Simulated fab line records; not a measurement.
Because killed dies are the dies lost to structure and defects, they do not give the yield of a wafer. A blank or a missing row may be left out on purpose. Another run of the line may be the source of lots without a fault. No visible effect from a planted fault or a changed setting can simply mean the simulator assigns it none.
Which of the tools did it? || flow nand_harc || 37 wafers from 13 lots sampled at 5 of the route's 1159 steps

== WHAT EACH GAUGE READ, for each wafer ==
NHARC_END_WLT_00.
{"lot": "L895", "measured": "day 20 12:31", "on": "prober-02", "VT_DECK1_BOTTOM": "0.879 0.874 0.892", "VT_DECK1_BOTTOM_INNER": "0.887 0.881 0.890", "VT_DECK1_MEDIAN_NEAR_BOTTOM": "0.888 0.876 0.893", "VT_DECK1_MEDIAN_NEAR_BOTTOM_INNER": "0.887 0.875 0.891", "VT_DECK1_MIDDLE": "0.892 0.888 0.902", "VT_DECK1_MIDDLE_INNER": "0.898 0.890 0.903", "VT_DECK1_TOP": "0.908 0.908 0.907", "VT_DECK1_TOP_INNER": "0.904 0.908 0.913"}
{"lot": "L897", "measured": "day 20 05:41", "on": "prober-01", "VT_DECK1_BOTTOM": "0.878 0.865 0.867", "VT_DECK1_BOTTOM_INNER": "0.865 0.868 0.870", "VT_DECK1_MEDIAN_NEAR_BOTTOM": "0.877 0.867 0.870", "VT_DECK1_MEDIAN_NEAR_BOTTOM_INNER": "0.871 0.878 0.869", "VT_DECK1_MIDDLE": "0.887 0.886 0.892", "VT_DECK1_MIDDLE_INNER": "0.889 0.892 0.883", "VT_DECK1_TOP": "0.909 0.897 0.902", "VT_DECK1_TOP_INNER": "0.894 0.893 0.901"}
{"lot": "L899", "measured": "day 20 20:15", "on": "prober-02", "VT_DECK1_BOTTOM": "0.869 0.870 0.869", "VT_DECK1_BOTTOM_INNER": "0.867 0.870 0.870", "VT_DECK1_MEDIAN_NEAR_BOTTOM": "0.870 0.868 0.869", "VT_DECK1_MEDIAN_NEAR_BOTTOM_INNER": "0.870 0.868 0.866", "VT_DECK1_MIDDLE": "0.885 0.881 0.875", "VT_DECK1_MIDDLE_INNER": "0.883 0.893 0.874", "VT_DECK1_TOP": "0.889 0.894 0.890", "VT_DECK1_TOP_INNER": "0.897 0.900 0.897"}
{"lot": "L902", "measured": "day 21 04:43", "on": "prober-01", "VT_DECK1_BOTTOM": "0.889 0.883", "VT_DECK1_BOTTOM_INNER": "0.886 0.886", "VT_DECK1_MEDIAN_NEAR_BOTTOM": "0.886 0.887", "VT_DECK1_MEDIAN_NEAR_BOTTOM_INNER": "0.890 0.885", "VT_DECK1_MIDDLE": "0.905 0.900", "VT_DECK1_MIDDLE_INNER": "0.901 0.902", "VT_DECK1_TOP": "0.899 0.913", "VT_DECK1_TOP_INNER": "0.917 0.905"}
{"lot": "L901", "measured": "day 21 20:13", "on": "prober-02", "VT_DECK1_BOTTOM": "0.880 0.883", "VT_DECK1_BOTTOM_INNER": "0.883 0.883", "VT_DECK1_MEDIAN_NEAR_BOTTOM": "0.882 0.874", "VT_DECK1_MEDIAN_NEAR_BOTTOM_INNER": "0.875 0.885", "VT_DECK1_MIDDLE": "0.899 0.887", "VT_DECK1_MIDDLE_INNER": "0.893 0.902", "VT_DECK1_TOP": "0.904 0.906", "VT_DECK1_TOP_INNER": "0.911 0.905"}
{"lot": "L914", "measured": "day 23 17:27", "on": "prober-01", "VT_DECK1_BOTTOM": "0.876 0.867 0.873", "VT_DECK1_BOTTOM_INNER": "0.875 0.879 0.878", "VT_DECK1_MEDIAN_NEAR_BOTTOM": "0.875 0.868 0.877", "VT_DECK1_MEDIAN_NEAR_BOTTOM_INNER": "0.878 0.870 0.875", "VT_DECK1_MIDDLE": "0.878 0.880 0.886", "VT_DECK1_MIDDLE_INNER": "0.886 0.879 0.879", "VT_DECK1_TOP": "0.897 0.889 0.893", "VT_DECK1_TOP_INNER": "0.893 0.892 0.905"}
{"lot": "L909", "measured": "day 24 01:43", "on": "prober-02", "VT_DECK1_BOTTOM": "0.871 0.870 0.875", "VT_DECK1_BOTTOM_INNER": "0.874 0.860 0.875", "VT_DECK1_MEDIAN_NEAR_BOTTOM": "0.877 0.871 0.874", "VT_DECK1_MEDIAN_NEAR_BOTTOM_INNER": "0.872 0.863 0.871", "VT_DECK1_MIDDLE": "0.884 0.887 0.881", "VT_DECK1_MIDDLE_INNER": "0.883 0.887 0.874", "VT_DECK1_TOP": "0.896 0.896 0.902", "VT_DECK1_TOP_INNER": "0.905 0.894 0.895"}
{"lot": "L911", "measured": "day 24 00:46", "on": "prober-01", "VT_DECK1_BOTTOM": "0.876 0.872 0.869", "VT_DECK1_BOTTOM_INNER": "0.873 0.865 0.871", "VT_DECK1_MEDIAN_NEAR_BOTTOM": "0.879 0.872 0.871", "VT_DECK1_MEDIAN_NEAR_BOTTOM_INNER": "0.883 0.875 0.874", "VT_DECK1_MIDDLE": "0.883 0.886 0.891", "VT_DECK1_MIDDLE_INNER": "0.891 0.883 0.885", "VT_DECK1_TOP": "0.894 0.900 0.889", "VT_DECK1_TOP_INNER": "0.900 0.902 0.905"}
{"lot": "L913", "measured": "day 24 08:32", "on": "prober-02", "VT_DECK1_BOTTOM": "0.869 0.868 0.864", "VT_DECK1_BOTTOM_INNER": "0.866 0.868 0.870", "VT_DECK1_MEDIAN_NEAR_BOTTOM": "0.869 0.871 0.871", "VT_DECK1_MEDIAN_NEAR_BOTTOM_INNER": "0.870 0.868 0.867", "VT_DECK1_MIDDLE": "0.884 0.879 0.879", "VT_DECK1_MIDDLE_INNER": "0.885 0.885 0.881", "VT_DECK1_TOP": "0.888 0.890 0.888", "VT_DECK1_TOP_INNER": "0.891 0.899 0.890"}
{"lot": "L917", "measured": "day 24 08:38", "on": "prober-01", "VT_DECK1_BOTTOM": "0.866 0.863 0.876", "VT_DECK1_BOTTOM_INNER": "0.874 0.868 0.873", "VT_DECK1_MEDIAN_NEAR_BOTTOM": "0.877 0.874 0.880", "VT_DECK1_MEDIAN_NEAR_BOTTOM_INNER": "0.868 0.875 0.866", "VT_DECK1_MIDDLE": "0.885 0.879 0.878", "VT_DECK1_MIDDLE_INNER": "0.890 0.883 0.884", "VT_DECK1_TOP": "0.894 0.890 0.893", "VT_DECK1_TOP_INNER": "0.891 0.898 0.888"}
{"lot": "L915", "measured": "day 24 16:16", "on": "prober-02", "VT_DECK1_BOTTOM": "0.882 0.875 0.873", "VT_DECK1_BOTTOM_INNER": "0.880 0.873 0.872", "VT_DECK1_MEDIAN_NEAR_BOTTOM": "0.880 0.878 0.870", "VT_DECK1_MEDIAN_NEAR_BOTTOM_INNER": "0.879 0.875 0.876", "VT_DECK1_MIDDLE": "0.876 0.889 0.882", "VT_DECK1_MIDDLE_INNER": "0.888 0.891 0.884", "VT_DECK1_TOP": "0.887 0.899 0.892", "VT_DECK1_TOP_INNER": "0.896 0.891 0.890"}
{"lot": "L916", "measured": "day 24 16:55", "on": "prober-01", "VT_DECK1_BOTTOM": "0.871 0.878 0.864", "VT_DECK1_BOTTOM_INNER": "0.870 0.874 0.864", "VT_DECK1_MEDIAN_NEAR_BOTTOM": "0.867 0.869 0.872", "VT_DECK1_MEDIAN_NEAR_BOTTOM_INNER": "0.868 0.879 0.864", "VT_DECK1_MIDDLE": "0.882 0.886 0.884", "VT_DECK1_MIDDLE_INNER": "0.883 0.875 0.877", "VT_DECK1_TOP": "0.900 0.894 0.900", "VT_DECK1_TOP_INNER": "0.900 0.898 0.897"}
{"lot": "L918", "measured": "day 25 00:26", "on": "prober-02", "VT_DECK1_BOTTOM": "0.862 0.855 0.859", "VT_DECK1_BOTTOM_INNER": "0.851 0.855 0.859", "VT_DECK1_MEDIAN_NEAR_BOTTOM": "0.866 0.858 0.861", "VT_DECK1_MEDIAN_NEAR_BOTTOM_INNER": "0.858 0.863 0.856", "VT_DECK1_MIDDLE": "0.879 0.867 0.867", "VT_DECK1_MIDDLE_INNER": "0.870 0.875 0.862", "VT_DECK1_TOP": "0.887 0.888 0.890", "VT_DECK1_TOP_INNER": "0.888 0.885 0.878"}

NHARC_END_SORT_01.
{"lot": "L902", "measured": "day 21 08:00", "on": "prober-01", "killed_at_array": "64 30", "killed_at_other": "1 1", "killed_at_periphery": "1 2", "killed_dies": "66 33", "killed_open": "2 3", "killed_short": "1 1"}
{"lot": "L901", "measured": "day 21 23:13", "on": "prober-02", "killed_at_array": "18 107", "killed_at_other": "2 0", "killed_at_periphery": "6 6", "killed_dies": "26 113", "killed_open": "4 7", "killed_short": "5 4"}

== WHICH TOOL RAN EACH LOT (tool, then ch and the chambers of the sampled wafers, then the start) ==
{"lot": "L895", "NHARC_A_CONTACT_DEP_29": "pecvd-01 ch 1,2, day 16 08:10", "NHARC_THIN_TSV_CMP_01": "cmp-04 ch 0,1,2, day 19 11:55", "NHARC_THIN_TSV_DEP_47": "pecvd-03 ch 0,1, day 19 16:05"}
{"lot": "L897", "NHARC_A_CONTACT_DEP_29": "pecvd-03 ch 0,1,2, day 17 11:17", "NHARC_THIN_TSV_CMP_01": "cmp-04 ch 0,1,2, day 19 14:57", "NHARC_THIN_TSV_DEP_47": "pecvd-04 ch 0,1, day 19 17:59"}
{"lot": "L899", "NHARC_A_CONTACT_DEP_29": "pecvd-03 ch 1,2, day 17 15:31", "NHARC_THIN_TSV_CMP_01": "cmp-04 ch 0,1,3, day 19 22:37", "NHARC_THIN_TSV_DEP_47": "pecvd-04 ch 1,2, day 20 01:38"}
{"lot": "L902", "NHARC_A_CONTACT_DEP_29": "pecvd-03 ch 1,2, day 17 23:27", "NHARC_THIN_TSV_CMP_01": "cmp-04 ch 2,3, day 20 14:17", "NHARC_THIN_TSV_DEP_47": "pecvd-02 ch 0,1, day 20 17:25"}
{"lot": "L901", "NHARC_A_CONTACT_DEP_29": "pecvd-03 ch 1,2, day 18 05:27", "NHARC_THIN_TSV_CMP_01": "cmp-04 ch 0,2, day 20 23:16", "NHARC_THIN_TSV_DEP_47": "pecvd-04 ch 0,1, day 21 02:36"}
{"lot": "L914", "NHARC_A_CONTACT_DEP_29": "pecvd-01 ch 0,1,2, day 20 14:53", "NHARC_THIN_TSV_CMP_01": "cmp-02 ch 1,3, day 23 04:26", "NHARC_THIN_TSV_DEP_47": "pecvd-02 ch 0,2, day 23 07:40"}
{"lot": "L909", "NHARC_A_CONTACT_DEP_29": "pecvd-01 ch 0,2, day 20 16:17", "NHARC_THIN_TSV_CMP_01": "cmp-01 ch 0,1,2, day 23 05:36", "NHARC_THIN_TSV_DEP_47": "pecvd-03 ch 0,1,2, day 23 08:50"}
{"lot": "L911", "NHARC_A_CONTACT_DEP_29": "pecvd-02 ch 0,1,2, day 20 19:46", "NHARC_THIN_TSV_CMP_01": "cmp-04 ch 0,1,2, day 23 06:50", "NHARC_THIN_TSV_DEP_47": "pecvd-04 ch 0,1,2, day 23 10:29"}
{"lot": "L913", "NHARC_A_CONTACT_DEP_29": "pecvd-01 ch 0,2, day 20 21:34", "NHARC_THIN_TSV_CMP_01": "cmp-02 ch 0,1,2, day 23 08:02", "NHARC_THIN_TSV_DEP_47": "pecvd-02 ch 0,2, day 23 11:02"}
{"lot": "L917", "NHARC_A_CONTACT_DEP_29": "pecvd-01 ch 0,1,2, day 21 03:43", "NHARC_THIN_TSV_CMP_01": "cmp-01 ch 1,2, day 23 12:04", "NHARC_THIN_TSV_DEP_47": "pecvd-03 ch 0,1,2, day 23 16:55"}
{"lot": "L915", "NHARC_A_CONTACT_DEP_29": "pecvd-02 ch 1,2, day 21 03:56", "NHARC_THIN_TSV_CMP_01": "cmp-02 ch 0,2,3, day 23 13:16", "NHARC_THIN_TSV_DEP_47": "pecvd-02 ch 0,1, day 23 18:06"}
{"lot": "L916", "NHARC_A_CONTACT_DEP_29": "pecvd-03 ch 0,1, day 21 14:26", "NHARC_THIN_TSV_CMP_01": "cmp-04 ch 1,2,3, day 23 20:28", "NHARC_THIN_TSV_DEP_47": "pecvd-04 ch 0,2, day 23 23:41"}
{"lot": "L918", "NHARC_A_CONTACT_DEP_29": "pecvd-02 ch 0,1,2, day 22 09:06", "NHARC_THIN_TSV_CMP_01": "cmp-04 ch 1,2,3, day 24 10:32", "NHARC_THIN_TSV_DEP_47": "pecvd-03 ch 0,1,2, day 24 14:19"}
- NHARC_A_CONTACT_DEP_29: deposits SiON, target thk 70 nm.
- NHARC_THIN_TSV_CMP_01: polishes.
- NHARC_THIN_TSV_DEP_47: deposits SiO2, target thk 200 nm.

== AS READ BY THE TOOLS THEMSELVES (means over the sampled wafers that have a number; for cases with no such wafer, the mark the record gives instead) ==
NHARC_A_CONTACT_DEP_29.
{"lot": "L895", "tool": "pecvd-01", "heater_power_w (W)": 660}
{"lot": "L897", "tool": "pecvd-03", "heater_power_w (W)": 703}
{"lot": "L899", "tool": "pecvd-03", "heater_power_w (W)": 707}
{"lot": "L902", "tool": "pecvd-03", "heater_power_w (W)": 679}
{"lot": "L901", "tool": "pecvd-03", "heater_power_w (W)": 699}
{"lot": "L914", "tool": "pecvd-01", "heater_power_w (W)": 735}
{"lot": "L909", "tool": "pecvd-01", "heater_power_w (W)": 652}
{"lot": "L911", "tool": "pecvd-02", "heater_power_w (W)": 800}
{"lot": "L913", "tool": "pecvd-01", "heater_power_w (W)": 703}
{"lot": "L917", "tool": "pecvd-01", "heater_power_w (W)": 745}
{"lot": "L915", "tool": "pecvd-02", "heater_power_w (W)": 797}
{"lot": "L916", "tool": "pecvd-03", "heater_power_w (W)": 674}
{"lot": "L918", "tool": "pecvd-02", "heater_power_w (W)": 817}

NHARC_THIN_TSV_CMP_01.
{"lot": "L895", "tool": "cmp-04", "motor_current_A (A)": 12.4, "slurry_flow_ml_min": 150.3}
{"lot": "L897", "tool": "cmp-04", "motor_current_A (A)": 11.9, "slurry_flow_ml_min": 150.0}
{"lot": "L899", "tool": "cmp-04", "motor_current_A (A)": 12.1, "slurry_flow_ml_min": 150.1}
{"lot": "L902", "tool": "cmp-04", "motor_current_A (A)": 12.7, "slurry_flow_ml_min": 149.6}
{"lot": "L901", "tool": "cmp-04", "motor_current_A (A)": 12.6, "slurry_flow_ml_min": 149.9}
{"lot": "L914", "tool": "cmp-02", "motor_current_A (A)": 11.9, "slurry_flow_ml_min": 149.7}
{"lot": "L909", "tool": "cmp-01", "motor_current_A (A)": 13.0, "slurry_flow_ml_min": 149.6}
{"lot": "L911", "tool": "cmp-04", "motor_current_A (A)": 12.0, "slurry_flow_ml_min": 150.0}
{"lot": "L913", "tool": "cmp-02", "motor_current_A (A)": 12.4, "slurry_flow_ml_min": 149.7}
{"lot": "L917", "tool": "cmp-01", "motor_current_A (A)": 13.3, "slurry_flow_ml_min": 150.4}
{"lot": "L915", "tool": "cmp-02", "motor_current_A (A)": 12.2, "slurry_flow_ml_min": 149.8}
{"lot": "L916", "tool": "cmp-04", "motor_current_A (A)": 12.1, "slurry_flow_ml_min": 150.6}
{"lot": "L918", "tool": "cmp-04", "motor_current_A (A)": 12.1, "slurry_flow_ml_min": 149.8}

NHARC_THIN_TSV_DEP_47.
{"lot": "L895", "tool": "pecvd-03", "throttle_valve_pct (%)": 16.3}
{"lot": "L897", "tool": "pecvd-04", "throttle_valve_pct (%)": 15.9}
{"lot": "L899", "tool": "pecvd-04", "throttle_valve_pct (%)": 16.4}
{"lot": "L902", "tool": "pecvd-02", "throttle_valve_pct (%)": 16.6}
{"lot": "L901", "tool": "pecvd-04", "throttle_valve_pct (%)": 15.9}
{"lot": "L914", "tool": "pecvd-02", "throttle_valve_pct (%)": 15.6}
{"lot": "L909", "tool": "pecvd-03", "throttle_valve_pct (%)": 16.0}
{"lot": "L911", "tool": "pecvd-04", "throttle_valve_pct (%)": 16.3}
{"lot": "L913", "tool": "pecvd-02", "throttle_valve_pct (%)": 16.0}
{"lot": "L917", "tool": "pecvd-03", "throttle_valve_pct (%)": 16.1}
{"lot": "L915", "tool": "pecvd-02", "throttle_valve_pct (%)": 16.7}
{"lot": "L916", "tool": "pecvd-04", "throttle_valve_pct (%)": 16.2}
{"lot": "L918", "tool": "pecvd-03", "throttle_valve_pct (%)": 15.9}

== THE ANSWER, worked out from the rows above alone ==
Rule: what is usual is taken from the lots themselves. Put in order of their means at a reading, lots are off if they are a third of the lots or fewer, leave a main group of 4 or more, and stand apart from it by a gap of 3 or more times the standard deviation of the main group's means; of several such gaps the widest counts. Not used: any main group whose means are identical at the precision the tables above print for the reading. Also off: a lot with no number at a reading for which 4 or more lots have one. Any other lot the step has rows for is counted as sound. The gauges are gone through in route order, then the tools' own readings, and for those a lot's mean is taken as printed above. At the first step where some lot is off, the reading lying furthest off is the one used; lots without a number count as furthest.
Across all readings shown, no lot is off: no conclusion can be drawn from this.

== WHAT THE SIMULATOR HAD INSERTED ==
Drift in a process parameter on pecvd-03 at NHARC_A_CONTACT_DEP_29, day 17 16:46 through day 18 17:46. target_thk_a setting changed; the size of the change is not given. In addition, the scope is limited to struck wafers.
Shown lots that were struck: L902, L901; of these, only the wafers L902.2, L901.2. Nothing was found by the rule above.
